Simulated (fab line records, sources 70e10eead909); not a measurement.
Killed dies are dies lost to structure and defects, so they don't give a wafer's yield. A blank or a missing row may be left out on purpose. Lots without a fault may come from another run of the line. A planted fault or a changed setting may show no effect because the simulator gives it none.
One fault seen from 2 desks | flow nand_harc | each desk has only its own numbers; what lay behind them comes last

THE TOOL OWNER'S DESK: pecvd_onon-02
The tool's own readings at NHARC_A_ONON_D2_DEP_00 (target thk 1000 nm): means of the sampled wafers that have a number, for each lot that ran on this tool. A lot is out of limits, marked OUT, if its mean lies more than 4 standard deviations from the usual mean; the brackets give that distance.
Columns: A = sih4_flow_sccm at NHARC_A_ONON_D2_DEP_00, usual 210.1 sccm
lot  | first seen here | A
L280 | day 12 06:17    | 209.9
L279 | day 13 01:37    | 210.1
L281 | day 13 10:58    | 209.6
L284 | day 14 07:15    | 210.2
L285 | day 14 21:02    | 209.9
L291 | day 17 07:58    | 210.2
L293 | day 18 12:15    | 210.6
L297 | day 19 17:15    | 209.6
L298 | day 20 11:22    | 209.6
L301 | day 21 16:51    | 209.7
This desk's finding: nothing out of limits on any of the 10 lots.

THE METROLOGY DESK
What the gauges read, lot by lot, whatever tool the lot ran on: means of the sampled wafers that have a number. A lot is out of limits, marked OUT, if its mean lies more than 4 standard deviations from the usual mean; the brackets give that distance.
Columns: A = thk_nm at NHARC_A_ONON_D2_THK_MEAS_02, usual 1005 nm; B = thk_nm at NHARC_A_ONON_D2_THK_MEAS_05, usual 996 nm
lot  | first seen here | A              | B
L280 | day 12 06:41    | 1007           | 989
L279 | day 13 02:01    | 996            | 1000
L281 | day 13 11:25    | 1255 (+21) OUT | 974
L284 | day 14 07:46    | 1141 (+11) OUT | 984
L285 | day 14 21:29    | 1229 (+19) OUT | 999
L291 | day 17 08:22    | 998            | 1002
L294 | day 18 12:38    | 1019           | 985
L293 | day 18 12:39    | 1000           | 999
L297 | day 19 17:45    | 1015           | 1007
L298 | day 20 11:52    | 1010           | 1016
L299 | day 20 19:46    | 986            | 995
L300 | day 21 01:19    | 998            | 995
L301 | day 21 17:22    | 1021           | 990
This desk's finding: out of limits on L281, L284, L285; first on L281, day 13 11:25 (thk_nm at NHARC_A_ONON_D2_THK_MEAS_02). In limits: L280, L279, L291, L294, L293, L297, L298, L299, L300, L301.

PUT TOGETHER
The metrology desk could have raised an alarm at day 13 11:25, on L281, L284, L285.
The tool owner's desk saw nothing out of limits.
The tool owner's desk has L281, L284, L285 on record, within its limits.
Of the lots named, all ran NHARC_A_ONON_D2_DEP_00 on pecvd_onon-02.

WHAT THE SIMULATOR HAD PUT IN
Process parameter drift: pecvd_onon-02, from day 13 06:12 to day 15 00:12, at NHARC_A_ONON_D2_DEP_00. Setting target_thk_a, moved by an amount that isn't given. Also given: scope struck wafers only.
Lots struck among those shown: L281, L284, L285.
Hours from the fault's start to each desk's first reading out of limits: the metrology desk, 5.
